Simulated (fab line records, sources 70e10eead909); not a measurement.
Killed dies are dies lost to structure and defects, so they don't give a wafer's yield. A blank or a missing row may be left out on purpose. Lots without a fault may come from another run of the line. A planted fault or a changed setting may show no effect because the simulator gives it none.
fab line records | flow nand_harc
record lots=6 wafers=18 last_day=33
route steps=1302 shown P_M0@280 P_M1@285 END@1302
lots that met no fault: from a run of the same line without faults
start_h: hours from the record's first day to the start of the lot's first wafer shown | wait_h: hours since the lot's step before | " the same as in the row above | L1.1+2: a row that stands for several wafers | - no value, or no start given | * or withheld: withheld | < > ~ a bound
route shown NAME@n: a module of which the file shows steps, and the number in the route of the first | usual: mean/standard deviation of fault-free wafers | same: alike in all rows | chamber/n: place in a boat | sites: the reading at each site | _std_site: their standard deviation | _edge_site: outer sites' mean less inner sites' | radius_mm: how far each site lies from the wafer's centre | mask NAME#n: copy n | behind: the tool/chamber that last shaped the wafer | hold: why the lot was held/for how many hours/how that ended | device: the transistor (n, p or np) that didn't switch | end of line: the same wafers' tests at the end of the route | a step without rows: its recipe alone | killed: dies lost to structure and defects at the first sort, not the wafer's yield | map: a wafer's dies, x killed, . not, _ none there
set.NAME: the setting as run; set.NAME@STEP: as run at that earlier step | model.NAME: the simulator's own value behind a step, which no gauge read
lots at some steps of the route; a table a step, a row a wafer
services: from which hour (start_h, from the record's first day; less than 0 if before it) a tool's chamber was out of use, for how many hours, and why
## steps
# step NHARC_P_M0_SRD_25
# step NHARC_P_M0_INSPECT_27
# usual raw_defect_count=341/130
# columns lot.wafer tool chamber start_h wait_h raw_defect_count
L619.1 defect_inspect-01 - 157.09 0.0 545
L619.2 " - " " 434
L619.6 " - " " 389
L626.1 defect_inspect-01 - 232.56 0.0 436
L626.2 " - " " 189
L626.6 " - " " 389
L628.1 defect_inspect-01 - 248.46 0.0 386
L628.5 " - " " 258
L628.6 " - " " 335
L637.1 defect_inspect-01 - 343.72 0.0 444
L637.2 " - " " 433
L637.4 " - " " 450
L638.1 defect_inspect-01 - 348.47 0.0 369
L638.4 " - " " 262
L638.5 " - " " 278
L639.1 defect_inspect-02 - 354.85 0.0 286
L639.2 " - " " 334
L639.4 " - " " 223
# step NHARC_P_M0_PRE_CLEAN_31
# recipe time_s=12 temp_c=370 rf_power_w=300 gas=NH3
# usual heater_power_w=600/53
# same time_s=12
# columns lot.wafer tool chamber start_h wait_h heater_power_w
L619.2 pecvd-04 2 157.16 0.1 608
L619.1 " 0 " " 619
L619.6 " 2 " " 635
L626.1 pecvd-03 2 232.62 0.1 624
L626.2 " 1 " " 646
L626.6 " 2 " " 618
L628.1 pecvd-03 0 248.56 0.1 574
L628.6 " 1 " " 652
L628.5 " 0 " " 581
L637.2 pecvd-03 0 343.79 0.1 527
L637.1 " 2 " " 578
L637.4 " 1 " " 569
L638.1 pecvd-03 2 348.57 0.1 585
L638.5 " 1 " " 556
L638.4 " 2 " " 563
L639.1 pecvd-03 1 354.93 0.1 643
L639.2 " 2 " " 537
L639.4 " 2 " " 556
# step NHARC_P_M0_DEP_32
# recipe target_thk_a=300 temp_c=370 target_thk_nm=30 pressure_torr=3 flow_sccm=200 rf_w=450 material=SiCN
# usual chamber_pressure_Torr=3.000/0.0069 heater_power_w=554/64
# columns lot.wafer tool chamber start_h wait_h chamber_pressure_Torr heater_power_w
L619.2 pecvd-04 2 157.24 0.1 3.001 633
L619.1 " 0 " " 3.002 498
L619.6 " 2 " " 3.007 644
L626.1 pecvd-03 2 232.70 0.1 2.985 502
L626.2 " 1 " " 3.014 589
L626.6 " 2 " " 2.984 508
L628.1 pecvd-03 0 248.69 0.1 3.001 551
L628.6 " 1 " " 3.003 593
L628.5 " 0 " " 2.995 431
L637.2 pecvd-03 0 343.87 0.1 2.993 525
L637.1 " 2 " " 3.006 538
L637.4 " 1 " " 2.993 609
L638.1 pecvd-03 2 348.70 0.1 3.007 537
L638.5 " 1 " " 2.991 615
L638.4 " 2 " " 2.995 543
L639.1 pecvd-03 1 355.04 0.1 2.999 584
L639.2 " 2 " " 3.019 551
L639.4 " 2 " " 3.010 553
# step NHARC_P_M1_DEP_00
# recipe target_thk_a=1825 target_thk_nm=182.5 temp_c=withheld pressure_torr=5 flow_sccm=200 rf_w=600 material=SiOC
# step NHARC_P_M1_DEHYDRATE_01
# recipe temp_c=150 time_s=120
# step NHARC_P_M1_HMDS_02
# recipe time_s=30
# step NHARC_P_M1_COAT_34
# recipe temp_c=200 time_s=65
# step NHARC_P_M1_COAT_03
# recipe spin_rpm=1500 resist_thk_nm=90
# step NHARC_P_M1_SOFTBAKE_04
# recipe temp_c=105 time_s=55
# step NHARC_P_M1_EBR_05
# step NHARC_P_M1_EXPOSE_06
# recipe na=1.35 target_cd_nm=130 dose_mj=81.88 mask_id=P_M1
# usual exposure_dose_mJ_cm2=82.5/0.81
# columns lot.wafer tool chamber start_h wait_h mask exposure_dose_mJ_cm2
L619.1 arfi_scanner-03 0 158.35 - P_M1#0 81.7
L619.2 " 0 " " P_M1#0 81.7
L619.6 " 0 " " P_M1#0 81.8
L626.1 arfi_scanner-03 0 233.81 - P_M1#0 106.7
L626.2 " 0 " " P_M1#0 106.6
L626.6 " 0 " " P_M1#0 106.6
L628.1 arfi_scanner-03 0 249.72 - P_M1#0 101.7
L628.5 " 0 " " P_M1#0 101.6
L628.6 " 0 " " P_M1#0 101.8
L637.1 arfi_scanner-02 0 344.99 - P_M1#0 83.4
L637.2 " 0 " " P_M1#0 83.3
L637.4 " 0 " " P_M1#0 83.3
L638.1 arfi_scanner-02 0 349.58 - P_M1#0 83.5
L638.4 " 0 " " P_M1#0 83.5
L638.5 " 0 " " P_M1#0 83.5
L639.1 arfi_scanner-02 0 355.98 - P_M1#0 83.4
L639.2 " 0 " " P_M1#0 83.3
L639.4 " 0 " " P_M1#0 83.4
# step NHARC_P_M1_PEB_07
# recipe peb_temp_c=100 peb_time_s=65
# step NHARC_P_M1_DEVELOP_08
# recipe develop_time_s=35 dev_temp_c=23
# step NHARC_P_M1_CD_MEAS_09
# recipe target_cd_nm=130 landing_energy_ev=500
# usual cd_nm=130.0/0.53
# columns lot.wafer tool chamber start_h wait_h cd_nm
L619.1 cd_sem-03 0 158.49 - 129.2
L619.2 " 0 " " 130.0
L619.6 " 0 " " 129.5
L626.1 cd_sem-03 0 233.95 - 146.0
L626.2 " 0 " " 146.4
L626.6 " 0 " " 145.8
L628.1 cd_sem-01 0 249.86 - 143.7
L628.5 " 0 " " 143.6
L628.6 " 0 " " 143.2
L637.1 cd_sem-03 0 345.13 - 129.2
L637.2 " 0 " " 129.7
L637.4 " 0 " " 129.3
L638.1 cd_sem-01 0 349.72 - 130.4
L638.4 " 0 " " 131.0
L638.5 " 0 " " 130.9
L639.1 cd_sem-01 0 356.12 - 130.5
L639.2 " 0 " " 130.6
L639.4 " 0 " " 130.4
# step NHARC_P_M1_OVL_MEAS_10
# recipe pitch_nm=260
# usual overlay_x_nm=-0.2/0.61 overlay_y_nm=-0.1/0.88
# columns lot.wafer tool chamber start_h wait_h overlay_x_nm overlay_y_nm
L619.1 overlay-01 - 158.58 - -0.5 -0.1
L619.2 " - " " -0.1 -0.1
L619.6 " - " " 0.0 -0.1
L626.1 overlay-01 - 234.04 - 0.3 1.8
L626.2 " - " " -0.2 1.7
L626.6 " - " " 0.3 1.7
L628.1 overlay-02 - 249.95 - -0.3 -0.2
L628.5 " - " " -0.2 -0.2
L628.6 " - " " -0.2 0.1
L637.1 overlay-02 - 345.22 - -0.1 0.0
L637.2 " - " " 0.3 0.4
L637.4 " - " " 0.2 0.5
L638.1 overlay-02 - 349.81 - 0.4 1.2
L638.4 " - " " 0.1 1.1
L638.5 " - " " 0.2 0.8
L639.1 overlay-01 - 356.20 - -0.2 -0.8
L639.2 " - " " -0.6 -1.0
L639.4 " - " " -0.4 -1.2
# step NHARC_P_M1_INSPECT_11
# usual raw_defect_count=5.0/2.7
# columns lot.wafer tool chamber start_h wait_h raw_defect_count
L619.1 defect_inspect-01 - 158.61 0.0 10
L619.2 " - " " 7
L619.6 " - " " 5
L626.1 defect_inspect-02 - 234.07 0.0 4
L626.2 " - " " 14
L626.6 " - " " 6
L628.1 defect_inspect-02 - 249.98 0.0 6
L628.5 " - " " 1
L628.6 " - " " 6
L637.1 defect_inspect-01 - 345.25 0.0 4
L637.2 " - " " 4
L637.4 " - " " 8
L638.1 defect_inspect-02 - 349.84 0.0 5
L638.4 " - " " 4
L638.5 " - " " 8
L639.1 defect_inspect-02 - 356.24 0.0 3
L639.2 " - " " 4
L639.4 " - " " 3
# step NHARC_P_M1_DESCUM_14
# recipe time_s=3 o2_flow_sccm=200 ar_flow_sccm=0 bias_power_w=0 chemistry=O2
# usual drypump_motor_current_A=5.6/0.36 oes_product_au=1.000/0.0073 rf_vpp_V=57.8/0.9 showerhead_plenum_p_Torr=1.89/0.094 throttle_valve_pct=11.310/0.0089
# same time_s=3
# columns lot.wafer tool chamber start_h wait_h drypump_motor_current_A oes_product_au rf_hours_counter_h rf_vpp_V showerhead_plenum_p_Torr throttle_valve_pct model.P_M1.cd_nm
L619.2 rie_diel-10 1 158.69 0.1 5.3 0.986 7 56.4 1.80 11.315 130.2
L619.1 " 2 " " 5.1 0.990 7 58.6 1.98 11.305 129.2
L619.6 " 3 " " 5.5 0.990 - 57.4 1.84 11.317 130
L626.2 rie_diel-08 0 234.14 0.1 5.9 1.005 2 58.6 1.86 11.325 146.2
L626.1 " 2 " " 6.1 1.007 3 57.2 1.81 11.314 146
L626.6 " 3 " " 5.2 1.000 - 56.9 1.81 11.308 145.6
L628.1 rie_diel-08 2 250.07 0.1 6.1 0.999 5 57.9 1.81 11.310 143.8
L628.5 " 3 " " 5.3 1.007 - 57.6 1.81 11.304 143.4
L628.6 " 0 " " 5.9 0.986 - 58.1 1.86 11.314 143.8
L637.1 rie_diel-08 2 345.31 0.1 6.0 0.996 10 57.1 1.80 11.305 129.7
L637.2 " 0 " " 5.9 0.994 9 55.9 1.86 11.311 130.2
L637.4 " 1 " " 5.8 1.011 10 57.8 2.03 11.315 129.5
L638.1 rie_diel-10 3 349.91 0.1 5.6 1.007 8 57.0 1.84 11.327 130.5
L638.4 " 1 " " 5.4 0.989 7 58.5 1.79 11.325 130.8
L638.5 " 0 " " 5.5 1.008 - 58.1 2.04 11.308 130.8
L639.4 rie_diel-10 3 356.30 0.1 5.6 1.013 8 58.2 1.83 11.306 130.4
L639.2 " 0 " " 5.5 1.018 8 60.3 2.04 11.297 130
L639.1 " 1 " " 5.3 1.004 7 57.4 1.79 11.309 130.2
# step NHARC_P_M1_ETCH_35
# recipe target_depth_a=400 overetch_a=120 time_s=43.94 ion_energy_ev=200 n2_flow_sccm=150 h2_flow_sccm=150 ar_flow_sccm=0 rf_w=400 bias_w=150 chemistry=N2/H2
# usual drypump_motor_current_A=5.6/0.35 n2_flow_sccm=150.1/0.49 oes_product_au=1.000/0.0091 rf_vpp_V=430.0/2.9 showerhead_plenum_p_Torr=2.02/0.1 throttle_valve_pct=14.171/0.0097
# same time_s=43.94
# columns lot.wafer tool chamber start_h wait_h drypump_motor_current_A n2_flow_sccm oes_product_au rf_hours_counter_h rf_vpp_V showerhead_plenum_p_Torr throttle_valve_pct
L619.2 rie_diel-10 1 158.77 0.1 5.4 149.9 0.995 7 426.1 1.91 14.173
L619.1 " 3 " " 5.6 150.8 0.995 7 428.2 1.96 14.186
L619.6 " 1 " " 5.4 149.6 0.990 - 426.6 1.91 14.166
L626.2 rie_diel-08 1 234.23 0.1 5.8 149.9 1.006 3 433.4 2.17 14.171
L626.1 " 2 " " 6.0 150.9 1.001 3 426.9 1.92 14.152
L626.6 " 0 " " 5.9 150.9 0.992 - 428.2 1.98 14.160
L628.1 rie_diel-08 0 250.13 0.1 5.9 149.7 0.991 4 430.6 1.98 14.167
L628.5 " 0 " " 5.9 149.8 0.996 - 428.6 1.98 14.162
L628.6 " 1 " " 5.8 150.7 1.015 - 433.6 2.17 14.157
L637.4 rie_diel-08 0 345.40 0.1 5.9 150.1 0.988 9 428.5 1.98 14.151
L637.2 " 2 " " 6.0 150.6 1.005 10 428.7 1.92 14.163
L637.1 " 3 " " 5.3 149.3 0.994 10 427.3 1.93 14.185
L638.1 rie_diel-10 3 350.00 0.1 5.5 150.0 1.003 8 427.4 1.95 14.168
L638.4 " 0 " " 5.5 149.6 1.021 8 433.6 2.18 14.172
L638.5 " 1 " " 5.4 150.4 0.997 - 426.8 1.91 14.165
L639.4 rie_diel-10 3 356.39 0.1 5.6 149.8 1.001 8 428.0 1.95 14.180
L639.2 " 0 " " 5.5 151.1 0.994 8 433.1 2.18 14.184
L639.1 " 1 " " 5.4 150.1 0.987 7 426.3 1.90 14.171
# step NHARC_P_M1_ETCH_15
# recipe target_depth_a=1825 time_s=91.2 c4f8_flow_sccm=withheld ar_flow_sccm=400 rf_w=600 bias_w=300 chemistry=C4F8/Ar
# usual oes_product_au=0.956/0.024 rf_vpp_V=440.2/3
# same time_s=91.2
# columns lot.wafer tool chamber start_h wait_h oes_product_au rf_hours_counter_h rf_vpp_V
L619.1 rie_diel-10 0 - - 0.953 7 445.2
L619.2 " 1 " " 0.961 7 437.4
L619.6 " 3 " " 0.961 - 436.9
L626.1 rie_diel-08 0 - - 0.957 2 440.7
L626.2 " 2 " " 0.980 3 437.2
L626.6 " 1 " " 0.982 - 445.5
L628.1 rie_diel-08 3 - - 0.925 4 437.9
L628.6 " 2 " " 0.918 - 438.2
L628.5 " 3 " " 0.922 - 438.1
L637.2 rie_diel-08 3 - - 0.922 10 437.5
L637.4 " 0 " " 0.921 9 439.3
L637.1 " 2 " " 0.934 10 437.1
L638.1 rie_diel-10 2 - - 0.924 7 443.5
L638.4 " 1 " " 0.930 7 437.0
L638.5 " 3 " " 0.921 - 439.0
L639.4 rie_diel-10 2 - - 0.979 7 442.5
L639.1 " 3 " " 0.965 8 438.8
L639.2 " 1 " " 0.965 7 437.0
# step NHARC_P_M1_CD_MEAS_16
# usual cd_nm=130.0/0.57
# columns lot.wafer tool chamber start_h wait_h cd_nm
L619.1 cd_sem-02 - 158.98 - 129.4
L619.2 " - " " 129.7
L619.6 " - " " 130.2
L626.1 cd_sem-02 - 234.49 - 146.4
L626.2 " - " " 146.7
L626.6 " - " " 145.9
L628.1 cd_sem-03 - 250.35 - 143.3
L628.5 " - " " 143.4
L628.6 " - " " 143.7
L637.1 cd_sem-01 - 345.62 - 128.9
L637.2 " - " " 130.5
L637.4 " - " " 129.8
L638.1 cd_sem-01 - 350.21 - 129.8
L638.4 " - " " 130.8
L638.5 " - " " 130.6
L639.1 cd_sem-02 - 356.60 - 129.7
L639.2 " - " " 129.7
L639.4 " - " " 130.3
# step NHARC_P_M1_STRIP_18
# recipe power_w=1000 n2_flow_sccm=150 h2_flow_sccm=150 ar_flow_sccm=0 bias_w=0 chemistry=N2/H2
# usual drypump_motor_current_A=5.6/0.37 n2_flow_sccm=150.0/0.39 oes_product_au=1.000/0.0074 rf_vpp_V=90.4/1.1 showerhead_plenum_p_Torr=2.01/0.1 throttle_valve_pct=14.171/0.0089
# columns lot.wafer tool chamber start_h wait_h drypump_motor_current_A n2_flow_sccm oes_product_au rf_hours_counter_h rf_vpp_V showerhead_plenum_p_Torr throttle_valve_pct
L619.2 rie_diel-08 3 159.05 0.1 5.3 150.0 0.995 9 89.7 1.93 14.172
L619.1 " 1 " " 5.8 150.4 1.002 9 91.7 2.17 14.168
L619.6 " 3 " " 5.2 149.3 0.993 - 91.1 1.93 14.169
L626.1 rie_diel-08 1 234.56 0.1 5.8 149.7 1.009 3 91.0 2.17 14.169
L626.2 " 0 " " 5.9 150.2 1.006 2 90.0 1.98 14.160
L626.6 " 2 " " 6.1 149.6 1.001 - 90.3 1.92 14.168
L628.1 rie_diel-08 2 250.45 0.1 6.1 150.6 1.006 5 88.2 1.92 14.182
L628.5 " 1 " " 5.8 149.9 1.008 - 91.0 2.17 14.172
L628.6 " 2 " " 6.1 150.6 1.007 - 89.6 1.92 14.157
L637.1 rie_diel-10 0 345.69 0.1 5.5 150.5 1.023 8 92.6 2.18 14.185
L637.4 " 2 " " 5.1 150.3 1.006 7 91.2 2.11 14.157
L637.2 " 3 " " 5.6 150.5 1.010 8 91.0 1.95 14.169
L638.4 rie_diel-10 0 350.34 0.1 5.5 149.7 1.002 8 91.5 2.18 14.163
L638.1 " 1 " " 5.3 149.7 0.994 7 90.0 1.91 14.172
L638.5 " 3 " " 5.6 149.7 0.999 - 90.0 1.95 14.180
L639.4 rie_diel-08 3 356.68 0.1 5.2 150.2 1.006 11 89.3 1.93 14.173
L639.2 " 0 " " 5.9 149.6 0.999 10 89.3 1.98 14.168
L639.1 " 2 " " 6.1 149.7 0.995 12 87.4 1.92 14.174
# step NHARC_P_M1_ETCH_28
# recipe target_depth_a=300 over_etch_frac=0.3 time_s=72.99 ion_energy_ev=150 cf4_flow_sccm=50 n2_flow_sccm=100 ar_flow_sccm=150 rf_w=300 bias_w=100 chemistry=CF4/N2
# usual drypump_motor_current_A=5.6/0.36 n2_flow_sccm=100.0/0.31 oes_product_au=1.002/0.0072 rf_vpp_V=313.6/2.2 showerhead_plenum_p_Torr=2.59/0.12 throttle_valve_pct=19.795/0.0089
# same time_s=72.99
# columns lot.wafer tool chamber start_h wait_h drypump_motor_current_A n2_flow_sccm oes_product_au rf_hours_counter_h rf_vpp_V showerhead_plenum_p_Torr throttle_valve_pct model.P_M1.cd_nm
L619.1 rie_diel-08 2 - - 6.0 100.1 0.999 8 312.7 2.49 19.799 129.2
L619.2 " 3 " " 5.2 100.2 0.999 9 311.9 2.50 19.803 129.3
L619.6 " 1 " " 5.8 100.1 0.996 - 316.3 2.78 19.788 129.5
L626.2 rie_diel-08 3 - - 5.3 99.6 0.989 3 312.6 2.49 19.801 147.2
L626.1 " 0 " " 5.9 100.3 0.999 2 312.5 2.56 19.782 145.9
L626.6 " 3 " " 5.3 100.4 1.002 - 313.0 2.49 19.805 145.4
L628.1 rie_diel-08 0 - - 5.9 99.6 0.991 4 313.1 2.56 19.787 142.9
L628.5 " 1 " " 5.8 99.8 1.009 - 316.5 2.78 19.789 142.8
L628.6 " 2 " " 6.1 100.0 0.988 - 310.3 2.49 19.794 143.9
L637.1 rie_diel-10 1 - - 5.3 100.2 1.003 7 311.9 2.47 19.802 128.8
L637.4 " 2 " " 5.1 100.2 1.003 7 314.7 2.71 19.798 129.6
L637.2 " 3 " " 5.6 100.5 1.000 8 313.0 2.52 19.796 130.5
L638.1 rie_diel-10 1 - - 5.3 100.1 0.999 7 311.5 2.47 19.801 130.2
L638.4 " 3 " " 5.6 99.9 1.005 8 312.7 2.52 19.800 130.4
L638.5 " 1 " " 5.3 99.9 1.009 - 311.9 2.47 19.787 130.5
L639.4 rie_diel-08 1 - - 5.8 99.4 1.011 12 317.1 2.78 19.784 130.1
L639.2 " 2 " " 6.1 99.5 0.999 12 312.6 2.48 19.802 130.1
L639.1 " 3 " " 5.2 100.0 1.014 11 312.0 2.49 19.786 129.4
# step NHARC_P_M1_STRIP_19
# recipe time_s=600 temp_c=30 chemistry=post_etch_residue_remover
# step NHARC_END_SORT_01
# recipe temp_c=25
# usual defect_limited_yield=92/3 killed_at_array=52/20 killed_at_other=1.0/1.3 killed_at_periphery=3.7/2.2 killed_dies=57/20 killed_open=3.2/1.6 killed_short=2.4/1.6 sort_bin_2_pct=2.9/1.4 sort_bin_3_pct=0.6/0.41 sort_bin_4_pct=4.8/1.5 sort_n_pass=620/20 sort_rim_yield_pct=93/3.5 sort_yield_pct=92/3
# same gross_dies=677 sort_bin_5_pct[%]=0 sort_bin_6_pct[%]=0 sort_bin_7_pct[%]=0 sort_bin_8_pct[%]=0 sort_rim_n_gross=106.00
# columns lot.wafer tool chamber start_h wait_h defect_limited_yield[%] killed_at_array killed_at_other killed_at_periphery killed_dies killed_open killed_short sort_bin_2_pct[%] sort_bin_3_pct[%] sort_bin_4_pct[%] sort_n_pass sort_rim_yield_pct[%] sort_yield_pct[%]
L628.1 prober-02 0 681.31 2.5 96 23 0 5 28 1 2 1.2 0.4 2.5 649 98 96
L628.5 prober-02 0 684.49 3.7 96 20 0 5 25 6 3 1.5 0.1 2.1 652 98 96
L628.6 prober-02 0 685.28 4.0 96 26 0 2 28 3 1 1.2 0.1 2.8 649 92 96
# killed by level:class
L628.1 A_CHANNEL_HOLE_D1:chamber_film_flake=8 A_STAIRCASE:chamber_film_flake=5 A_CONTACT:chamber_film_flake=3 P_GATE:chamber_film_flake=2 A_SLIT:chamber_film_flake=2 P_GATE:geometric_particle:short=1 A_DECK1_JOINT:geometric_particle:open=1 A_CHANNEL_FILL_D2:geometric_particle:short=1
L628.5 A_STAIRCASE:chamber_film_flake=6 A_CHANNEL_HOLE_D1:chamber_film_flake=3 A_CONTACT:chamber_film_flake=3 P_M0:geometric_particle:open=2 A_SLIT:chamber_film_flake=2 P_CONTACT:geometric_particle:short=1 P_M1:geometric_particle:open=1 A_CHANNEL_HOLE_D1:geometric_particle:open=1
L628.6 A_CHANNEL_HOLE_D1:chamber_film_flake=9 A_STAIRCASE:chamber_film_flake=4 A_SLIT:chamber_film_flake=4 A_CONTACT:chamber_film_flake=4 A_ONON_D1:geometric_particle:open=1 A_BLC:geometric_particle:short=1 A_M0:geometric_particle:open=1 A_M1:geometric_particle:open=1
## services
# columns tool chamber start_h hours kind
arfi_scanner-02 - 140.00 4.0 pm
rie_diel-08 0 145.58 - clean
rie_diel-08 1 145.58 - clean
rie_diel-08 2 145.58 - clean
rie_diel-08 3 145.58 - clean
rie_diel-08 2 156.18 3.1 repair
rie_diel-08 0 170.08 - clean
rie_diel-08 1 170.08 - clean
rie_diel-08 2 170.08 - clean
rie_diel-08 - 177.81 0.2 repair
rie_diel-08 0 183.08 5.2 repair
pecvd-03 - 185.25 13.0 pm
arfi_scanner-03 - 187.54 0.3 repair
rie_diel-08 - 190.80 9.0 pm
arfi_scanner-03 - 196.00 4.0 pm
pecvd-04 0 228.27 3.9 repair
arfi_scanner-02 - 236.52 0.5 repair
rie_diel-10 - 242.54 9.0 pm
pecvd-04 - 269.51 13.0 pm
arfi_scanner-03 - 275.21 0.3 repair
rie_diel-10 2 286.15 2.9 repair
pecvd-04 - 294.63 0.5 repair
arfi_scanner-02 - 305.62 2.4 repair
arfi_scanner-02 - 312.00 4.0 pm
## key
first_sign step=NHARC_P_M1_EXPOSE_06 reading=exposure_dose_mJ_cm2 direction=up sigmas=27 usual=82.5 struck=104.2
effect step=NHARC_P_M1_CD_MEAS_09 reading=cd_nm direction=up sigmas=28 usual=130.0 struck=144.8 through=control_loop
effect step=NHARC_P_M1_CD_MEAS_16 reading=cd_nm direction=up sigmas=26 usual=130.0 struck=144.9 through=control_loop
model_effect step=NHARC_P_M1_DESCUM_14 value=P_M1.cd_nm without=130.3 struck=144.8
model_effect step=NHARC_P_M1_ETCH_28 value=P_M1.cd_nm without=130.2 struck=144.7
met_at NHARC_P_M1_EXPOSE_06
struck_wafers L626.1,L626.2,L626.6,L628.1,L628.5,L628.6
loop_trim step=NHARC_P_M1_EXPOSE_06 setting=dose lots=L628
onset_between 158.35 233.81
fault kind=process_parameter_drift tool=arfi_scanner-03 chamber=- onset_h=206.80 steps=NHARC_P_M1_EXPOSE_06 channel=dose_mj offset=24.957 shape=step acts_in=these_recipes_only stated=81.88
# loop_trim: a control loop set the setting to another value than it would have without faults
